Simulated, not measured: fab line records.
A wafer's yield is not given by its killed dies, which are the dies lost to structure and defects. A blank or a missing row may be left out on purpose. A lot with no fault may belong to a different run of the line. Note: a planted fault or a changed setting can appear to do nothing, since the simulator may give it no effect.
fab line records	flow nand-harc
record: lots: 12	wafers: 36	last-day: 24
route steps=1159 shown P_M0@266 P_M1@290 END@1159
lots that met no fault: from a run of the same line without faults
start-h: hours from the record's opening day to when the first of the lot's shown wafers began	wait-h: hours elapsed since this lot's preceding step	" repeats the value in the row above	L1.1+2: a row that stands for several wafers	- either no value or no given start	* or withheld: withheld	< > ~ a bound
route shown NAME@n: names a module that has steps shown in the file, with the first one's number in the route	usual: mean/standard deviation of fault-free wafers	same: alike in all rows	chamber/n: place in a boat	sites: per-site readings	_std_site: their standard deviation	_edge_site: mean of outer sites minus mean of inner sites	radius-mm: how far each site lies from the wafer's centre	mask NAME#n: copy n	behind: the tool/chamber that last shaped the wafer	hold: why the lot was held/for how many hours/how that ended	device: which transistor (n, p or np) failed to switch	end of line: the same wafers' tests at the end of the route	a step with no rows: only its recipe	killed: count of dies lost to structure and defects at first sort (not the wafer's yield)	map: the dies of a wafer, with x for killed, . for not killed, _ for no die there
set.NAME: the run value of the setting; set.NAME@STEP: its run value at that earlier step	model.NAME: the simulator's own value behind a step, which no gauge read
a sample of lots followed through the steps of the route, with each step as a table and each wafer as a row
services: the hour from which a tool's chamber was out of use, counted from the record's first day as start-h (under 0 if before that day), plus the number of hours and why
== steps ==
step: NHARC_P_M0_DESCUM_14
recipe: time-s: 3	o2-flow-sccm: 200	ar-flow-sccm: 0	bias-power-w: 0	chemistry: O2
usual: drypump-motor-current-A: 6.0/0.49	oes-product-au: 1.002/0.0071	rf-vpp-V: 57.8/0.84	showerhead-plenum-p-Torr: 1.92/0.062	throttle-valve-pct: 11.312/0.0085
lot.wafer	tool	chamber	start-h	wait-h	drypump-motor-current-A	oes-product-au	rf-hours-counter-h	rf-vpp-V	showerhead-plenum-p-Torr	throttle-valve-pct
L251.1	rie-diel-01	3	134.77	0.1	5.2	1.011	10.3	57.0	1.93	11.300
L251.4	"	1	"	"	6.0	1.005	8.4	58.5	1.88	11.323
L251.2	"	2	"	"	6.7	0.999	9.7	56.6	1.91	11.315
L255.2	rie-diel-09	0	159.74	0.1	6.0	1.007	4.3	56.8	1.96	11.311
L255.3	"	1	"	"	5.3	1.005	4.8	58.4	1.96	11.308
L255.6	"	1	"	"	5.3	1.001	-	57.8	1.96	11.311
L257.1	rie-diel-09	2	175.03	0.1	5.9	1.006	6.2	58.2	1.87	11.312
L257.3	"	3	"	"	5.8	0.989	5.8	58.5	1.86	11.317
L257.5	"	2	"	"	5.9	1.005	-	56.9	1.87	11.308
L256.4	rie-diel-01	2	175.28	0.1	6.7	1.001	1.5	57.8	1.91	11.310
L256.3	"	0	"	"	6.7	0.999	1.5	58.2	2.04	11.305
L256.6	"	2	"	"	6.7	1.003	-	58.6	1.91	11.316
L258.3	rie-diel-09	1	184.97	0.1	5.3	0.997	6.8	58.5	1.96	11.303
L258.1	"	2	"	"	5.9	1.004	6.5	58.3	1.87	11.314
L258.6	"	2	"	"	6.0	0.996	-	57.3	1.87	11.307
L262.4	rie-diel-01	1	205.34	0.1	6.0	1.006	3.4	58.3	1.87	11.314
L262.1	"	2	"	"	6.7	0.999	3.2	57.3	1.91	11.310
L262.5	"	1	"	"	6.0	1.005	-	58.8	1.87	11.332
L261.2	rie-diel-01	0	205.97	0.1	6.7	0.989	3.6	58.7	2.04	11.313
L261.5	"	0	"	"	6.7	1.017	-	57.1	2.04	11.319
L261.6	"	1	"	"	6.0	0.999	-	57.9	1.87	11.314
L264.1	rie-diel-09	1	218.37	0.1	5.3	0.992	8.8	57.0	1.96	11.312
L264.2	"	2	"	"	6.0	0.991	8.5	57.6	1.87	11.322
L264.6	"	0	"	"	6.0	0.987	-	57.6	1.96	11.324
L266.3	rie-diel-13	1	224.55	0.1	6.3	1.003	6.7	58.2	1.87	11.332
L266.1	"	3	"	"	5.6	1.005	6.2	58.7	1.87	11.310
L266.5	"	2	"	"	5.7	1.008	-	57.9	2.01	11.318
L265.2	rie-diel-13	0	227.93	0.1	6.4	0.997	6.1	55.5	1.81	11.311
L265.1	"	1	"	"	6.3	1.008	6.8	57.0	1.87	11.313
L265.5	"	3	"	"	5.6	1.002	-	58.6	1.87	11.299
L267.2	rie-diel-01	2	230.08	0.1	6.7	0.998	4.5	57.0	1.91	11.308
L267.1	"	1	"	"	6.0	0.999	4.6	57.5	1.87	11.315
L267.6	"	2	"	"	6.7	0.996	-	58.0	1.91	11.303
L270.2	rie-diel-01	1	243.13	0.1	6.0	1.012	5.7	57.7	1.87	11.321
L270.4	"	3	"	"	5.2	0.996	6.2	57.9	1.93	11.307
L270.6	"	2	"	"	6.7	1.005	-	57.5	1.90	11.306
step: NHARC_P_M0_DEP_32
recipe: target-thk-a: 300	temp-c: 370	target-thk-nm: 30	pressure-torr: 3	flow-sccm: 200	rf-w: 450	material: SiCN
usual: heater-power-outer-w: 320/51	heater-power-w: 561/72	susceptor-temp-C: 370.00/0.22
lot.wafer	tool	chamber	start-h	wait-h	heater-power-outer-w	heater-power-w	susceptor-temp-C
L251.1	pecvd-03	2	137.39	0.1	312	503	369.93
L251.2	"	1	"	"	364	586	370.15
L251.4	"	0	"	"	343	570	370.09
L255.3	pecvd-03	2	162.42	0.1	404	619	370.02
L255.2	"	0	"	"	359	592	369.56
L255.6	"	0	"	"	361	605	369.63
L257.1	pecvd-02	1	177.76	0.1	321	574	370.08
L257.3	"	2	"	"	386	654	369.98
L257.5	"	2	"	"	389	676	369.74
L256.3	pecvd-03	1	177.89	0.1	363	601	369.94
L256.6	"	1	"	"	363	595	370.01
L256.4	"	2	"	"	355	554	369.80
L258.3	pecvd-02	2	187.68	0.1	400	701	369.85
L258.1	"	1	"	"	344	609	369.66
L258.6	"	1	"	"	336	593	369.90
L262.1	pecvd-02	1	208.01	0.1	315	564	370.20
L262.5	"	1	"	"	301	545	370.00
L262.4	"	2	"	"	354	629	369.99
L261.2	pecvd-02	0	208.66	0.1	287	516	369.79
L261.6	"	2	"	"	370	668	370.05
L261.5	"	1	"	"	275	529	370.11
L264.2	pecvd-03	0	221.92	0.1	367	578	369.61
L264.1	"	2	"	"	377	584	369.84
L264.6	"	2	"	"	376	583	370.05
L266.3	pecvd-02	1	227.22	0.1	343	595	369.48
L266.1	"	2	"	"	358	643	370.02
L266.5	"	2	"	"	370	667	369.89
L265.1	pecvd-04	0	230.55	0.1	266	498	370.65
L265.2	"	1	"	"	241	453	370.01
L265.5	"	1	"	"	239	448	369.95
L267.2	pecvd-02	0	232.77	0.1	327	549	369.94
L267.1	"	1	"	"	260	491	370.19
L267.6	"	0	"	"	316	546	369.95
L270.2	pecvd-04	1	247.76	0.1	282	524	369.92
L270.4	"	2	"	"	309	563	370.09
L270.6	"	1	"	"	283	514	369.77
step: NHARC_P_M1_SOFTBAKE_04
recipe: temp-c: 105	time-s: 55
usual: heater-power-total-W: 188.44/0.14	resist-line-temp-C: 22.98/0.1
lot.wafer	tool	chamber	start-h	wait-h	heater-power-total-W	resist-line-temp-C
L251.1	litho-track-06	0	138	-	188.44	22.81
L251.2	"	0	"	"	188.75	22.99
L251.4	"	0	"	"	188.49	22.88
L255.2	litho-track-06	0	163	-	188.31	22.91
L255.3	"	0	"	"	188.45	23.01
L255.6	"	0	"	"	188.35	22.90
L257.1	litho-track-06	0	178	-	188.28	23.00
L257.3	"	0	"	"	188.33	23.10
L257.5	"	0	"	"	188.28	22.98
L256.3	litho-track-04	0	178	-	188.37	23.02
L256.4	"	0	"	"	188.52	22.99
L256.6	"	0	"	"	188.36	23.00
L258.1	litho-track-04	0	188	-	188.37	22.99
L258.3	"	0	"	"	188.28	22.99
L258.6	"	0	"	"	188.41	22.84
L262.1	litho-track-06	0	208	-	188.39	23.18
L262.4	"	0	"	"	188.34	23.20
L262.5	"	0	"	"	188.33	23.12
L261.2	litho-track-04	0	209	-	188.25	23.02
L261.5	"	0	"	"	188.27	23.06
L261.6	"	0	"	"	188.30	23.05
L264.1	litho-track-01	0	222	-	188.33	22.93
L264.2	"	0	"	"	188.40	23.09
L264.6	"	0	"	"	188.53	22.95
L266.1	litho-track-04	0	228	-	179.40	23.10
L266.3	"	0	"	"	179.63	22.92
L266.5	"	0	"	"	179.80	22.93
L265.1	litho-track-01	0	231	-	188.28	22.98
L265.2	"	0	"	"	188.67	22.86
L265.5	"	0	"	"	188.48	23.06
L267.1	litho-track-04	0	233	-	179.72	23.13
L267.2	"	0	"	"	179.45	23.13
L267.6	"	0	"	"	179.58	23.07
L270.2	litho-track-04	0	248	-	179.64	23.16
L270.4	"	0	"	"	179.61	23.13
L270.6	"	0	"	"	179.60	22.93
step: NHARC_P_M1_ETCH_15
recipe: target-depth-a: 1825	time-s: 91.2	c4f8-flow-sccm: withheld	ar-flow-sccm: 400	rf-w: 600	bias-w: 300	chemistry: C4F8/Ar
usual: oes-product-au: 0.952/0.021	rf-vpp-V: 439.9/2.8
lot.wafer	tool	chamber	start-h	wait-h	oes-product-au	rf-hours-counter-h	rf-vpp-V
L251.1	rie-diel-05	0	-	-	0.928	3.7	445.4
L251.2	"	2	"	"	0.928	3.5	438.5
L251.4	"	3	"	"	0.930	3.2	441.3
L255.2	rie-diel-10	2	-	-	0.958	9.8	437.1
L255.3	"	1	"	"	0.982	9.5	438.3
L255.6	"	3	"	"	0.965	-	436.8
L257.3	rie-diel-02	1	-	-	0.970	2.2	441.6
L257.1	"	2	"	"	0.970	2.3	442.7
L257.5	"	1	"	"	0.960	-	440.5
L256.4	rie-diel-05	0	-	-	0.943	0.2	446.2
L256.3	"	1	"	"	0.972	0.2	439.5
L256.6	"	1	"	"	0.964	-	438.3
L258.1	rie-diel-05	2	-	-	0.964	0.5	438.1
L258.3	"	1	"	"	0.967	0.5	438.1
L258.6	"	3	"	"	0.973	-	440.3
L262.4	rie-diel-02	2	-	-	0.922	3.9	442.8
L262.1	"	1	"	"	0.924	3.7	441.6
L262.5	"	2	"	"	0.919	-	443.3
L261.2	rie-diel-10	3	-	-	0.916	1.4	436.8
L261.5	"	2	"	"	0.922	-	437.5
L261.6	"	3	"	"	0.927	-	437.7
L264.2	rie-diel-05	2	-	-	0.957	1.5	438.9
L264.1	"	3	"	"	0.960	1.3	441.6
L264.6	"	1	"	"	0.969	-	438.8
L266.1	rie-diel-10	1	-	-	0.965	3.4	436.8
L266.3	"	2	"	"	0.977	3.5	438.1
L266.5	"	3	"	"	0.954	-	437.9
L265.1	rie-diel-10	3	-	-	0.965	3.1	437.4
L265.2	"	0	"	"	0.993	2.9	441.6
L265.5	"	1	"	"	0.983	-	437.0
L267.2	rie-diel-02	3	-	-	0.926	6.3	436.8
L267.1	"	0	"	"	0.928	6.2	440.3
L267.6	"	0	"	"	0.921	-	441.6
L270.2	rie-diel-05	0	-	-	0.946	1.8	446.5
L270.4	"	1	"	"	0.975	2.0	439.2
L270.6	"	0	"	"	0.948	-	443.8
step: NHARC_END_SORT_01
recipe: temp-c: 25
usual: defect-limited-yield: 95.4/1.6	killed-at-array: 27/11	killed-at-other: 0.8/1.4	killed-at-periphery: 3.3/2	killed-dies: 31/11	killed-open: 3.4/1.8	killed-short: 2.1/1.3	sort_bin_2_pct: 1.4/0.7	sort_bin_3_pct: 0.24/0.21	sort_bin_4_pct: 2.9/1	sort-n-pass: 646/11	sort-rim-yield-pct: 95.4/2.8	sort-yield-pct: 95.4/1.6
same: gross-dies: 677	sort_bin_5_pct[%]: 0	sort_bin_6_pct[%]: 0	sort_bin_7_pct[%]: 0	sort_bin_8_pct[%]: 0	sort-rim-n-gross: 106.00
lot.wafer	tool	chamber	start-h	wait-h	defect-limited-yield[%]	killed-at-array	killed-at-other	killed-at-periphery	killed-dies	killed-open	killed-short	sort_bin_2_pct[%]	sort_bin_3_pct[%]	sort_bin_4_pct[%]	sort-n-pass	sort-rim-yield-pct[%]	sort-yield-pct[%]
L262.1	prober-01	0	515.94	2.5	95.0	32	0	2	34	2	0	1.9	0.74	2.4	643	93.4	95.0
L262.4	prober-01	0	518.38	3.5	93.2	44	0	2	46	4	4	2.4	0.30	4.1	631	95.3	93.2
L262.5	prober-01	0	519.19	3.8	93.2	45	1	0	46	1	2	2.4	0.30	4.1	631	97.2	93.2
L264.1	prober-01	0	538.35	2.5	97.8	11	0	4	15	3	1	0.7	0.30	1.2	662	97.2	97.8
L264.2	prober-01	0	539.15	2.8	97.8	9	0	6	15	1	1	0.9	0	1.3	662	96.2	97.8
L264.6	prober-01	0	542.34	4.0	96.0	19	0	8	27	5	1	0.6	0.30	3.1	650	98.1	96.0
killed by level:class
L262.1 A_CHANNEL_HOLE_D1:chamber-film-flake=19 A_SLIT:chamber-film-flake=6 A_CONTACT:chamber-film-flake=3 P_M0:geometric-particle:open=2 A_BONDPAD:chamber-film-flake=2 A_STAIRCASE:chamber-film-flake=1 A_WL_FILL:chamber-film-flake=1
L262.4 A_CHANNEL_HOLE_D1:chamber-film-flake=20 A_SLIT:chamber-film-flake=12 A_CONTACT:chamber-film-flake=5 A_ONON_D1:geometric-particle:open=2 A_ONON_D1:geometric-particle:short=2 P_GATE:geometric-particle:open=1 P_M0:geometric-particle:short=1 A_CHANNEL_FILL_D1:geometric-particle:open=1
L262.5 A_CHANNEL_HOLE_D1:chamber-film-flake=21 A_SLIT:chamber-film-flake=15 A_CONTACT:chamber-film-flake=4 A_SGD_CUT:geometric-particle:short=1 A_CONTACT:geometric-particle:open=1 A_M1:geometric-particle:short=1 A_CHANNEL_FILL_D1:chamber-film-flake=1 A_BONDPAD:chamber-film-flake=1
L264.1 A_CONTACT:chamber-film-flake=5 A_CHANNEL_HOLE_D1:chamber-film-flake=4 P_ZERO_WELL:chamber-film-flake=2 P_GATE:geometric-particle:short=1 P_M0:geometric-particle:open=1 A_CHANNEL_FILL_D1:geometric-particle:open=1 A_M0:geometric-particle:open=1
L264.2 P_ZERO_WELL:chamber-film-flake=4 A_CHANNEL_HOLE_D1:chamber-film-flake=3 A_STAIRCASE:chamber-film-flake=3 A_CHANNEL_HOLE_D1:geometric-particle:short=1 A_CHANNEL_FILL_D1:geometric-particle:open=1 P_GATE:chamber-film-flake=1 P_CONTACT:chamber-film-flake=1 A_CONTACT:chamber-film-flake=1
L264.6 A_CHANNEL_HOLE_D1:chamber-film-flake=6 A_CONTACT:chamber-film-flake=6 P_ZERO_WELL:chamber-film-flake=3 A_CONTACT:geometric-particle:open=2 A_STAIRCASE:chamber-film-flake=2 P_M0:geometric-particle:open=1 P_M1:geometric-particle:open=1 A_ONON_D1:geometric-particle:open=1
== services ==
tool	chamber	start-h	hours	kind
pecvd-03	-	111.00	13.0	pm
pecvd-02	1	114.90	4.8	repair
rie-diel-01	0	116.80	-	clean
rie-diel-01	1	116.80	-	clean
rie-diel-01	2	116.80	-	clean
rie-diel-01	3	116.80	-	clean
litho-track-06	-	117.00	7.0	pm
rie-diel-13	1	117.18	2.7	repair
rie-diel-01	-	137.80	9.0	pm
rie-diel-01	0	137.80	9.0	vent-cycle
rie-diel-01	1	137.80	14.2	vent-cycle
rie-diel-01	2	137.80	9.0	vent-cycle
rie-diel-01	3	137.80	9.0	vent-cycle
litho-track-04	-	141.00	7.0	pm
rie-diel-10	1	147.07	7.9	repair
rie-diel-02	-	150.70	9.0	pm
pecvd-02	-	153.00	13.0	pm
rie-diel-05	-	163.60	9.0	pm
rie-diel-10	-	176.50	9.0	pm
pecvd-03	0	183.31	11.8	repair
pecvd-04	-	195.13	13.0	pm
pecvd-04	-	218.13	2.0	repair
pecvd-03	2	223.25	12.0	repair
rie-diel-13	0	239.72	8.6	repair
== key ==
first-sign: step: NHARC_P_M1_SOFTBAKE_04	reading: heater-power-total-W	direction: down	sigmas: 65	usual: *	struck: *
effect none on later readings
met-at NHARC_P_M1_SOFTBAKE_04
struck-lots L266,L267,L270
loop-trim: step: NHARC_P_M1_EXPOSE_06	setting: dose	lots: L270
not-acting-at NHARC_P_M0_DESCUM_14,NHARC_P_M0_DEP_32,NHARC_P_M1_ETCH_15
onset-between 209 228
fault: kind: process-parameter-drift	tool: litho-track-04	chamber: -	onset-h: 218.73	steps: NHARC_P_M1_SOFTBAKE_04	channel: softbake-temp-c	offset: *	shape: step	end-h: 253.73	acts-in: *	stated: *
loop-trim: a control loop set the setting to another value than it would have without faults
